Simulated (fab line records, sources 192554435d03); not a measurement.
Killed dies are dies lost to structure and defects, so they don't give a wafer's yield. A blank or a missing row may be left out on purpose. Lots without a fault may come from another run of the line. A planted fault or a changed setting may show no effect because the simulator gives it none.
One fault seen from 2 desks | flow n5_finfet | each desk has only its own numbers; what lay behind them comes last

THE DEFECT DESK
What the inspections along the route counted, lot by lot: means of the sampled wafers that have a number. A lot is out of limits, marked OUT, if its mean lies more than 4 standard deviations from the usual mean; the brackets give that distance.
Columns: A = raw_defect_count at N5_BEOL_M10_INSPECT_30, usual 390
lot  | first seen here | A
L936 | day 10 07:44    | 438
L937 | day 10 15:58    | 278
L939 | day 10 22:24    | 376
L938 | day 11 18:34    | 490
L943 | day 11 18:44    | 335
L940 | day 12 19:30    | 373
L955 | day 16 04:14    | 1690 (+14) OUT
L957 | day 16 04:23    | 1800 (+15) OUT
L958 | day 16 14:35    | 372
This desk's finding: out of limits on L955, L957; first on L955, day 16 04:14 (raw_defect_count at N5_BEOL_M10_INSPECT_30). In limits: L936, L937, L939, L938, L943, L940, L958.

THE TOOL OWNER'S DESK: rie_diel-06
The tool's own readings at N5_BEOL_M10_ETCH_61 (etches SiARC in CF4, target depth 39 nm, time 65 s): means of the sampled wafers that have a number, for each lot that ran on this tool. A lot is out of limits, marked OUT, if its mean lies more than 4 standard deviations from the usual mean; the brackets give that distance.
Columns: A = drypump_motor_current_A at N5_BEOL_M10_ETCH_61, usual 5.7 A; B = etch_rf_on_time_s at N5_BEOL_M10_ETCH_61, usual 64.6 s; C = oes_product_au at N5_BEOL_M10_ETCH_61, usual 0.72 a.u.; D = rf_fwd_power_W at N5_BEOL_M10_ETCH_61, usual 538.6 W; E = rf_vpp_V at N5_BEOL_M10_ETCH_61, usual 184.4 V; F = showerhead_plenum_p_Torr at N5_BEOL_M10_ETCH_61, usual 2.17 Torr; G = throttle_valve_pct at N5_BEOL_M10_ETCH_61, usual 15.50 %
lot  | first seen here | A   | B    | C    | D     | E     | F    | G
L936 | day 10 04:08    | 6.1 | 62.5 | 0.79 | 537.7 | 184.4 | 2.19 | 15.29
L937 | day 10 12:57    | 6.1 | 64.8 | 0.72 | 538.8 | 183.8 | 2.14 | 15.49
L955 | day 16 02:21    | 5.9 | 63.7 | 0.75 | 535.9 | 184.2 | 2.22 | 15.41
L957 | day 16 02:36    | 5.8 | 64.6 | 0.74 | 538.6 | 184.8 | 2.20 | 15.41
This desk's finding: nothing out of limits on any of the 4 lots.

PUT TOGETHER
The defect desk could have raised an alarm at day 16 04:14, on L955, L957.
The tool owner's desk saw nothing out of limits.
The tool owner's desk has L955, L957 on record, within its limits.
Of the lots named, all ran N5_BEOL_M10_ETCH_61 on rie_diel-06.

WHAT THE SIMULATOR HAD PUT IN
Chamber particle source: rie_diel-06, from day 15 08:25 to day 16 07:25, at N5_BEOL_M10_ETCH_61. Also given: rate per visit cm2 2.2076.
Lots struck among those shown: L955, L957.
Hours from the fault's start to each desk's first reading out of limits: the defect desk, 20.
